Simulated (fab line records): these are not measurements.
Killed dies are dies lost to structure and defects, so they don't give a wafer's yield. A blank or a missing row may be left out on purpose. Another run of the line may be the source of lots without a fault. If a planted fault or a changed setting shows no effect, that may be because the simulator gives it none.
fab line records ; flow n5_finfet ; part 2 of 2: steps 16 to 16 of 16
record: lots: 6; wafers: 18; last_day: 18
route steps=1938 shown MOL_CONTACT_COAG@525 BEOL_M4@1111 PASSIVATION@1936
lots with no fault: from the same line, run without faults
start_h: start of the lot's first displayed wafer, in hours after the record's first day ; wait_h: how many hours have passed since the lot's step before this one ; " unchanged from the row above ; L1.1+2: several wafers, shown together as one row ; - no value, or no start given ; * or withheld: withheld ; < > ~ a bound
route shown NAME@n: names a module that has steps shown in the file, with the first one's number in the route ; usual: mean/standard deviation of fault-free wafers ; same: alike in all rows ; chamber/n: place in a boat ; sites: readings site by site ; _std_site: how widely they spread, as a standard deviation ; _edge_site: the outer-site mean with the inner-site mean subtracted ; radius_mm: for every site, how far away it sits from the centre of the wafer ; mask NAME#n: copy n ; behind: the most recent tool/chamber to have shaped the wafer ; hold: why the lot was held/for how many hours/how that ended ; device: whichever transistor did not switch (one of n, p or np) ; end of line: the route-end tests of the same wafers ; a step without rows: its recipe alone ; killed: at the first sort, the dies lost to defects and structure; wafer yield is something else ; map: the dies of a wafer, with x for killed, . for not killed, _ for no die there
set.NAME: the setting the step ran with; set.NAME@STEP: the setting that earlier step ran with ; model.NAME: the simulator's own value behind a step, which no gauge read
a table for each step, a row for each wafer; lots at some steps of the route
services: a tool's chamber out of use, with start hour (start_h, from the record's first day; less than 0 if before it), hours out, and reason
== steps ==
step: N5_PASSIVATION_PROBE_49
usual: defect_limited_yield: 91.7/1.2; killed_at_M0_to_M3: 33/9.5; killed_at_M4_up: 13/4.9; killed_at_contacts: 13/6.6; killed_at_front_end: 36/11; killed_at_other: 3.0/2.6; killed_dies: 97/14; killed_on_rim: 13/3.8; killed_open: 65/11; killed_short: 31/6.6; sort_bin_5_function: 4.8/0.82; sort_bin_6_memory: 3.1/0.58; sort_bin_8_speed: 0.00/0.02; sort_n_pass: 1083/14; sort_yield_pct: 91.7/1.2
same: gross_dies: 1180; killed_at_back_side: 0; sort_bin_4_leakage[%]: 0
lot.wafer;tool;chamber;start_h;wait_h;defect_limited_yield[%];killed_at_M0_to_M3;killed_at_M4_up;killed_at_contacts;killed_at_front_end;killed_at_other;killed_dies;killed_on_rim;killed_open;killed_short;sort_bin_5_function[%];sort_bin_6_memory[%];sort_bin_8_speed[%];sort_n_pass;sort_yield_pct[%]
L949.1;prober-02;-;278.57;0.0;90.7;42;11;4;46;7;110;17;78;31;5.8;3.1;0;1070;90.7
L949.2;prober-02;-;278.62;0.1;90.6;31;24;16;33;7;111;14;78;29;5.8;3.3;0;1069;90.6
L949.6;prober-02;-;278.82;0.3;91.0;37;18;12;36;3;106;17;75;29;5.3;3.6;0;1074;91.0
L951.1;prober-01;-;288.97;0.0;92.9;32;13;2;32;5;84;12;52;31;3.9;3.1;0;1096;92.9
L951.3;prober-01;-;289.07;0.1;90.2;22;17;8;63;6;116;14;85;30;5.2;4.4;0;1064;90.2
L951.6;prober-01;-;289.22;0.3;92.9;18;21;11;31;3;84;12;61;21;4.1;2.8;0;1096;92.9
L961.1;prober-02;-;345.11;0.0;93.2;30;7;10;28;5;80;11;61;17;3.6;2.9;0;1100;93.2
L961.2;prober-02;-;345.16;0.1;91.3;34;10;28;27;4;103;11;68;33;5.5;3.1;0;1077;91.3
L961.5;prober-02;-;345.31;0.2;93.0;24;10;6;41;2;83;6;64;18;3.8;3.0;0;1097;93.0
L960.3;prober-02;-;349.48;0.1;91.9;27;9;2;54;4;96;17;65;31;4.6;3.2;0;1084;91.9
L960.4;prober-02;-;349.53;0.2;88.7;35;19;15;63;1;133;22;95;34;6.2;4.7;0;1047;88.7
L960.5;prober-02;-;349.58;0.2;89.5;29;28;13;53;1;124;17;87;35;6.4;3.6;0;1056;89.5
L966.1;prober-01;-;391.98;0.0;91.9;22;17;14;37;5;95;12;67;28;5.0;2.8;0;1085;91.9
L966.2;prober-01;-;392.03;0.1;92.8;22;11;12;38;2;85;11;46;34;3.8;3.1;0;1095;92.8
L966.6;prober-01;-;392.23;0.3;91.2;41;11;10;41;1;104;13;68;31;5.5;3.1;0.17;1074;91.0
L970.3;prober-02;-;424.10;0.1;93.1;29;11;13;27;1;81;11;54;27;4.2;2.4;0;1099;93.1
L970.5;prober-02;-;424.20;0.2;91.4;35;14;9;43;1;102;10;74;28;5.5;2.8;0;1078;91.4
L970.6;prober-02;-;424.25;0.3;92.5;18;16;21;30;3;88;17;65;23;4.2;3.0;0;1092;92.5
killed by level:class
L949.1 BEOL_M3:geometric_particle:open=20 FIN_SAQP:geometric_particle:short=12 FIN_SAQP:geometric_particle:open=11 STI_FIN_REVEAL:geometric_particle:open=9 BEOL_M0_SAQP:geometric_particle:open=5 BEOL_M1:geometric_particle:open=5 BEOL_M2:geometric_particle:open=5 MOL_CONTACT_COAG:geometric_particle:open=4
L949.2 MOL_CONTACT_COAG:geometric_particle:open=15 FIN_SAQP:geometric_particle:open=9 FIN_SAQP:geometric_particle:short=9 BEOL_M4:geometric_particle:open=9 BEOL_M0_SAQP:geometric_particle:open=7 BEOL_M2:geometric_particle:open=6 BEOL_M3:geometric_particle:open=6 STI_FIN_REVEAL:geometric_particle:open=5
L949.6 MOL_CONTACT_COAG:geometric_particle:open=10 BEOL_M4:geometric_particle:open=8 FIN_SAQP:geometric_particle:open=7 GATE_CUT:geometric_particle:open=7 BEOL_M3:geometric_particle:open=7 STI_FIN_REVEAL:geometric_particle:open=6 BEOL_M0_SAQP:geometric_particle:short=6 BEOL_M0_SAQP:geometric_particle:open=6
L951.1 FIN_SAQP:geometric_particle:open=8 BEOL_M0_SAQP:geometric_particle:open=8 BEOL_M3:geometric_particle:open=7 FIN_SAQP:geometric_particle:short=6 BEOL_M4:geometric_particle:open=5 BEOL_M2:geometric_particle:open=4 ILD0:geometric_particle:open=3 GATE_CUT:geometric_particle:open=3
L951.3 FIN_SAQP:geometric_particle:open=31 FIN_SAQP:geometric_particle:short=10 BEOL_M4:geometric_particle:open=9 BEOL_M2:geometric_particle:open=8 DUMMY_GATE:geometric_particle:open=6 MOL_CONTACT_COAG:geometric_particle:open=6 BEOL_M5:geometric_particle:open=5 BEOL_M3:geometric_particle:open=4
L951.6 BEOL_M4:geometric_particle:open=11 FIN_SAQP:geometric_particle:open=10 MOL_CONTACT_COAG:geometric_particle:open=8 BEOL_M2:geometric_particle:open=8 FIN_SAQP:geometric_particle:short=6 BEOL_M1:geometric_particle:open=5 GATE_CUT:geometric_particle:open=3 BEOL_M7:geometric_particle:open=3
L961.1 STI_FIN_REVEAL:geometric_particle:open=12 MOL_CONTACT_COAG:geometric_particle:open=10 BEOL_M0_SAQP:geometric_particle:open=7 BEOL_M2:geometric_particle:open=7 BEOL_M0_SAQP:geometric_particle:short=5 BEOL_M1:geometric_particle:open=5 BEOL_M0:geometric_particle:open=4 GATE_CUT:geometric_particle:short=3
L961.2 MOL_CONTACT_COAG:geometric_particle:open=21 BEOL_M0_SAQP:geometric_particle:open=13 STI_FIN_REVEAL:geometric_particle:open=10 BEOL_M0_SAQP:geometric_particle:short=8 MOL_CONTACT_COAG:geometric_particle:short=7 FIN_SAQP:geometric_particle:short=4 BEOL_M2:geometric_particle:open=4 PASS1_CAP:geometric_particle:short=4
L961.5 STI_FIN_REVEAL:geometric_particle:open=22 BEOL_M4:geometric_particle:open=6 BEOL_M0_SAQP:geometric_particle:open=6 BEOL_M2:geometric_particle:open=6 BEOL_M3:geometric_particle:open=5 MOL_CONTACT_COAG:geometric_particle:open=5 FIN_SAQP:geometric_particle:short=4 STI_FIN_REVEAL:geometric_particle:short=3
L960.3 FIN_SAQP:geometric_particle:open=15 GATE_CUT:geometric_particle:short=11 BEOL_M2:geometric_particle:open=9 GATE_CUT:geometric_particle:open=7 FIN_SAQP:geometric_particle:short=6 BEOL_M0_SAQP:geometric_particle:open=6 BEOL_M4:geometric_particle:open=5 ILD0:geometric_particle:short=4
L960.4 FIN_SAQP:geometric_particle:open=24 BEOL_M2:geometric_particle:open=17 FIN_SAQP:geometric_particle:short=16 DUMMY_GATE:geometric_particle:open=11 BEOL_M4:geometric_particle:open=11 MOL_CONTACT_COAG:geometric_particle:open=11 GATE_CUT:geometric_particle:open=4 MOL_CONTACT_COAG:geometric_particle:short=4
L960.5 BEOL_M4:geometric_particle:open=18 FIN_SAQP:geometric_particle:short=15 FIN_SAQP:geometric_particle:open=14 BEOL_M2:geometric_particle:open=12 MOL_CONTACT_COAG:geometric_particle:open=9 BEOL_M3:geometric_particle:open=6 BEOL_M1:geometric_particle:open=5 STI_FIN_REVEAL:geometric_particle:open=4
L966.1 STI_FIN_REVEAL:geometric_particle:open=11 BEOL_M4:geometric_particle:open=10 MOL_CONTACT_COAG:geometric_particle:short=7 MOL_CONTACT_COAG:geometric_particle:open=7 BEOL_M2:geometric_particle:open=5 DUMMY_GATE:geometric_particle:open=4 BEOL_M0_SAQP:geometric_particle:short=4 BEOL_M0:geometric_particle:open=4
L966.2 BEOL_M0_SAQP:geometric_particle:short=11 MOL_CONTACT_COAG:geometric_particle:open=10 GATE_CUT:geometric_particle:open=6 FIN_SAQP:geometric_particle:short=5 GATE_CUT:geometric_particle:short=4 BEOL_M0_SAQP:geometric_particle:open=4 BEOL_M4:geometric_particle:open=4 FIN_SAQP:geometric_particle:open=3
L966.6 BEOL_M0_SAQP:geometric_particle:short=13 BEOL_M0_SAQP:geometric_particle:open=9 MOL_CONTACT_COAG:geometric_particle:open=8 BEOL_M2:geometric_particle:open=8 STI_FIN_REVEAL:geometric_particle:open=7 DUMMY_GATE:geometric_particle:open=7 FIN_SAQP:geometric_particle:open=6 BEOL_M0:geometric_particle:open=6
L970.3 BEOL_M0_SAQP:geometric_particle:open=13 MOL_CONTACT_COAG:geometric_particle:open=10 BEOL_M0_SAQP:geometric_particle:short=8 STI_FIN_REVEAL:geometric_particle:open=7 FIN_SAQP:geometric_particle:short=5 BEOL_M5:geometric_particle:open=4 DUMMY_GATE:geometric_particle:open=4 GATE_CUT:geometric_particle:short=4
L970.5 BEOL_M3:geometric_particle:open=11 FIN_SAQP:geometric_particle:short=8 FIN_SAQP:geometric_particle:open=8 STI_FIN_REVEAL:geometric_particle:open=8 ILD0:geometric_particle:open=7 MOL_CONTACT_COAG:geometric_particle:open=6 DUMMY_GATE:geometric_particle:open=5 BEOL_M1:geometric_particle:open=5
L970.6 MOL_CONTACT_COAG:geometric_particle:open=17 STI_FIN_REVEAL:geometric_particle:open=7 BEOL_M0:geometric_particle:open=6 BEOL_M4:geometric_particle:open=6 DUMMY_GATE:geometric_particle:open=5 MOL_CONTACT_COAG:geometric_particle:short=4 BEOL_M0_SAQP:geometric_particle:short=4 BEOL_M4:geometric_particle:short=3
== services ==
tool;chamber;start_h;hours;kind
rie_diel-01;2;72.79;5.0;repair
rie_diel-04;0;78.53;5.9;repair
rie_diel-01;0;95.75;14.8;repair
rie_diel-03;3;138.36;7.2;repair
rie_diel-01;2;158.25;-;clean
rie_diel-01;2;158.25;-;consumable_replace:focus_ring
rie_diel-01;2;158.25;-;consumable_replace:showerhead
rie_diel-01;2;158.25;18.8;scheduled_down
rie_diel-01;2;158.25;18.8;vent_cycle
rie_diel-04;3;166.36;-;clean
rie_diel-04;3;166.36;-;consumable_replace:esc
rie_diel-04;3;166.36;-;consumable_replace:focus_ring
rie_diel-04;3;166.36;32.4;scheduled_down
rie_diel-04;3;166.36;32.4;vent_cycle
rie_diel-01;2;182.58;1.8;repair
rie_diel-04;0;199.48;-;clean
rie_diel-04;0;199.48;-;consumable_replace:focus_ring
rie_diel-04;0;199.48;23.8;scheduled_down
rie_diel-04;0;199.48;23.8;vent_cycle
